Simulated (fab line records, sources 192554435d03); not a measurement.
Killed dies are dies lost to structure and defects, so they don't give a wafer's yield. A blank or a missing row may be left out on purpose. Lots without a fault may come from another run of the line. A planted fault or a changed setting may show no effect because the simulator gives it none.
A struck lot beside a sound one | flow n5_finfet | 39 steps out of a route of 1938
Sound: wafers L175.3, L175.4, L175.5. Struck: wafer L190.5. (L190.3, L190.4 of the same lot were not struck and are left out.) The cause comes at the end.
At each step with rows: each side's tool, then ch and its chambers, then its first start. Under that, the readings that differ: sound wafers | struck wafers | difference of the means | sigmas: that difference in standard deviations of wafers without a fault.
alike: readings whose means differ by less than 2 such deviations, and words and numbers that are the same on both sides. not compared: withheld readings, readings that some wafer has no value for, bounds like >300 that may hide the same value, and numbers for which the record gives no deviation and whose values overlap.
The two part at a step that has a row with sigmas, a row that says differs or no value, or rows on one side only. Numbers that don't overlap but have no deviation are shown without sigmas and don't part them. A reading that every wafer of one side lacks parts them only if that side has two wafers or more.

first, 12 steps without rows for these wafers: N5_BEOL_M3_ANNEAL_87 (time 240 s); N5_BEOL_M3_SPUTTER_88 (material Cu, target thk 4.5 nm, time 8.29 s); N5_BEOL_M3_ANNEAL_89 (time 240 s); N5_BEOL_M3_SPUTTER_90 (material Cu, target thk 4.5 nm, time 8.29 s); N5_BEOL_M3_ANNEAL_91 (time 240 s); N5_BEOL_M3_SPUTTER_92 (material Cu, target thk 4.5 nm, time 8.29 s); N5_BEOL_M3_ANNEAL_93 (time 240 s); N5_BEOL_M3_SPUTTER_94 (material Cu, target thk 4.5 nm, time 8.29 s); N5_BEOL_M3_ANNEAL_95 (time 240 s); N5_BEOL_M3_SPUTTER_96 (material Cu, target thk 4.5 nm, time 8.29 s); N5_BEOL_M3_ECD_50 (material Cu, target thk 300 nm); N5_BEOL_M3_ANNEAL_51 (time 90 s).
N5_BEOL_M3_CMP_52: polishes, stops on SiOC, t overpolish 6.8 s, target thk 40 nm.
  sound on cmp-04 ch 0,2, day 14 06:20; struck on cmp-03 ch 1, day 15 07:46
  reading                                      | sound             | struck | difference | sigmas
  barrier_field_endpoint_s (s)                 | 24.1 24.4 24.9    | 41.2   | +16.7      | +30
  overpolish_run_s (s)                         | 6.805 6.816 6.796 | 0.041  | -6.765     | -99 or more
  time_to_endpoint_s (s)                       | 63 61 62          | 82     | +20        | +6
  model.SiOC_of_BEOL_M3_ILD_DEP_00.thk_nm (nm) | 74.8 77.4 77.6    | 79.4   | +2.8       |
  alike: clearing_platen_down_force_psi, edge_zone_pressure_frac, motor_current_A
N5_BEOL_M3_THK_MEAS_53: measures by xrf.
  sound on film_metro-01, day 14 06:38; struck on film_metro-01, day 15 08:04
  reading     | sound          | struck | difference | sigmas
  M3_THK (nm) | 38.9 42.4 42.2 | 149.3  | +108.1     | +72
then, 4 steps without rows for these wafers: N5_BEOL_M3_PRE_CLEAN_60 (time 15 s); N5_BEOL_M3_CO_CAP_55 (material Co, precursor CCTBA/H2, target thk 2 nm, time 102.1 s); N5_BEOL_M3_PRE_CLEAN_56 (time 15 s); N5_BEOL_M3_DEP_57 (deposits SiCN from 3MS/NH3, target thk 8 nm, time 14 s).
N5_BEOL_M3_INSPECT_59: inspects for defects (darkfield).
  sound on defect_inspect-01, day 14 07:02; struck on defect_inspect-01, day 15 08:27
  reading          | sound     | struck | difference | sigmas
  raw_defect_count | 98 91 106 | 5158   | +5060      | +99 or more
then, 18 steps without rows for these wafers: N5_BEOL_M4_ILD_DEP_00 (deposits SiOC from DEMS/O2, target thk 79 nm, time 15.3 s); N5_BEOL_M4_PECVD_72 (deposits SiO2 from TEOS/O2, target thk 16 nm, time 18 s); N5_BEOL_M4_HM_DEP_02 (deposits TiN, target thk 20 nm); N5_BEOL_M4_COAT_61 (time 60 s, resist thk 60 nm); N5_BEOL_M4_COAT_62 (time 60 s, resist thk 12 nm); N5_BEOL_M4_COAT_73 (time 60 s, resist thk 5 nm); N5_BEOL_M4_COAT_05 (resist thk 30 nm); N5_BEOL_M4_EBR_07; N5_BEOL_M4_SOFTBAKE_06 (time 60 s); N5_BEOL_M4_EXPOSE_08 (exposes mask M4); N5_BEOL_M4_PEB_09 (peb time 60 s); N5_BEOL_M4_DEVELOP_10 (develop time 30 s); N5_BEOL_M4_DESCUM_16 (chemistry O2, time 7 s); N5_BEOL_M4_ETCH_74 (etches underlayer in N2/H2, target depth 6.5 nm, time 5.2 s); N5_BEOL_M4_ETCH_63 (etches SiARC in CF4, target depth 15.6 nm, time 26 s); N5_BEOL_M4_ETCH_64 (etches SOC in N2/H2, target depth 75 nm, overetch 22.5 nm, time 121.9 s); N5_BEOL_M4_STRIP_65 (strips in N2/H2); N5_BEOL_M4_STRIP_75 (strips in N2/H2).
N5_BEOL_M4_RC_MEAS_101:
  the record has rows for the sound wafers here (prober-02 ch 0, day 15 11:36) and none for the struck ones
-- the record jumps here: 6 days lie between the struck wafers' starts before and after (it left off in module BEOL_M4 and takes up again in module PASSIVATION, whose first step shown is number 1936 of the route) --
N5_PASSIVATION_PROBE_49:
  sound on prober-01, day 20 11:04; struck on prober-02, day 20 22:38
  reading                  | sound          | struck | difference | sigmas
  defect_limited_yield (%) | 91.9 91.4 92.0 | 0      | -92        | -54
  killed_at_M0_to_M3       | 38 46 35       | 1102   | +1062      | +89
  killed_dies              | 96 101 94      | 1180   | +1083      | +54
  killed_on_rim            | 17 17 15       | 152    | +136       | +32
  sort_n_pass              | 1084 1079 1086 | 0      | -1083      | -54
  sort_yield_pct (%)       | 91.9 91.4 92.0 | 0      | -92        | -54
  alike: killed_at_M4_up, killed_at_contacts, killed_at_front_end, killed_at_other, killed_open, killed_short, sort_bin_5_function, sort_bin_6_memory

WHERE THEY PART
First at N5_BEOL_M3_CMP_52; last, within this record, at N5_PASSIVATION_PROBE_49.

WHY: what the simulator had put in
Process parameter drift: cmp-03, from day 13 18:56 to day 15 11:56, at N5_BEOL_M3_CMP_52. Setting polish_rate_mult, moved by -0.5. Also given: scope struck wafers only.
